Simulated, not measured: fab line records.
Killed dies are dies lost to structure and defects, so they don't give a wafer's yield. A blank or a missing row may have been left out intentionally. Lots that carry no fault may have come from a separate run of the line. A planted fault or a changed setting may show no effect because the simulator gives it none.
Split-lot trial ; flow n5-finfet ; 7 lots, 21 wafers read, on a route of 1938 steps

## SPLIT DETAILS
At N5_MIM_TOP_LITHO_EXPOSE_05 (exposes mask MIM TOP, target cd 2000 nm), the setting dose-mj was moved away from the recipe's 20.5 on 9 of the 21 wafers read, by -6.5% to +5.9%. For the rest of the wafers, this setting stayed at what the recipe calls for.

## FROM THE SPLIT TO THE READING: what the file shows between them, 3 steps
- N5_MIM_TOP_LITHO_PEB_06
- N5_MIM_TOP_LITHO_DEVELOP_07: develop time 60 s
- N5_MIM_TOP_LITHO_HARDBAKE_09: time 120 s

## THE READING
cd-nm, in nm, at N5_MIM_TOP_LITHO_CD_MEAS_08 (target cd 2000 nm). On this fab line, fault-free wafers typically give 2000.9 nm with a standard deviation of 1.8 nm.

wafer;tool, chamber at the split;dose-mj as run;against the recipe;cd-nm, nm;against lot-mates on the recipe
L081.1;krf-scanner-01, 0;21.7;+5.9%;1992.1;-6.9
L081.3;krf-scanner-01, 0;21.7;+5.9%;1988.9;-10.1
L081.6;krf-scanner-01, 0;20.5;recipe;1999.0;-
L084.4;krf-scanner-02, 0;19.79;-3.5%;2008.5;+7.7
L084.5;krf-scanner-02, 0;20.5;recipe;2001.0;-
L084.6;krf-scanner-02, 0;20.5;recipe;2000.7;-
L088.2;krf-scanner-01, 0;20.5;recipe;2002.1;-
L088.5;krf-scanner-01, 0;21.66;+5.7%;1993.1;-9.2
L088.6;krf-scanner-01, 0;20.5;recipe;2002.4;-
L087.1;krf-scanner-02, 0;21.32;+4.0%;1994.9;-5.2
L087.4;krf-scanner-02, 0;20.5;recipe;2000.1;-
L087.5;krf-scanner-02, 0;21.32;+4.0%;1994.5;-5.6
L089.3;krf-scanner-02, 0;20.5;recipe;1998.6;-
L089.5;krf-scanner-02, 0;20.5;recipe;2000.1;-
L089.6;krf-scanner-02, 0;20.5;recipe;2001.8;-
L095.1;krf-scanner-02, 0;20.5;recipe;2001.4;-
L095.3;krf-scanner-02, 0;19.16;-6.5%;2012.2;+10.8
L095.6;krf-scanner-02, 0;19.16;-6.5%;2015.6;+14.2
L097.1;krf-scanner-01, 0;21.08;+2.8%;1998.9;-3.7
L097.5;krf-scanner-01, 0;20.5;recipe;2003.3;-
L097.6;krf-scanner-01, 0;20.5;recipe;2001.9;-

THE FIT
A straight line over all 21 wafers: cd-nm changes by -1.78 nm for each +1% of dose-mj; r = -0.97; the points scatter about the line by 1.6 nm.
The same after taking each lot's own level away (the mean of its wafers on the recipe; 21 wafers): -1.69 nm for each +1%; r = -0.98; scatter 1.2 nm.
Per that fit: largest dose-mj move, reading shift of 11 nm.
The lots' own levels span 1999.00 to 2002.60 nm, that is 2.0 times the standard deviation above.
The two slopes are in agreement: the lot-to-lot level therefore moves the slope only a little.
Check: for one of the wafers moved furthest among these (-6.5%), held out of the fit, the line's prediction against its lot-mates is +11.9 nm. It came out at +10.8 nm against them.

## OTHER SPLITS APPLIED TO THESE WAFERS
Note: prior to the reading, these wafers also went through further splits. Each is held against what the fit with the lots' levels taken away leaves over:
other split on the same wafers;wafers away from the commonest value;r with cd-nm (lot level and that fit taken away)
N5_BEOL_M15_PEB_26 peb-temp-c;7;-0.07
N5_BEOL_M15_TRENCH_ETCH_34 bias-w;9;-0.06

## THE FILE'S OWN FIT
cd-nm changes by -1.67 nm for each +1% of dose-mj, r = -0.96.
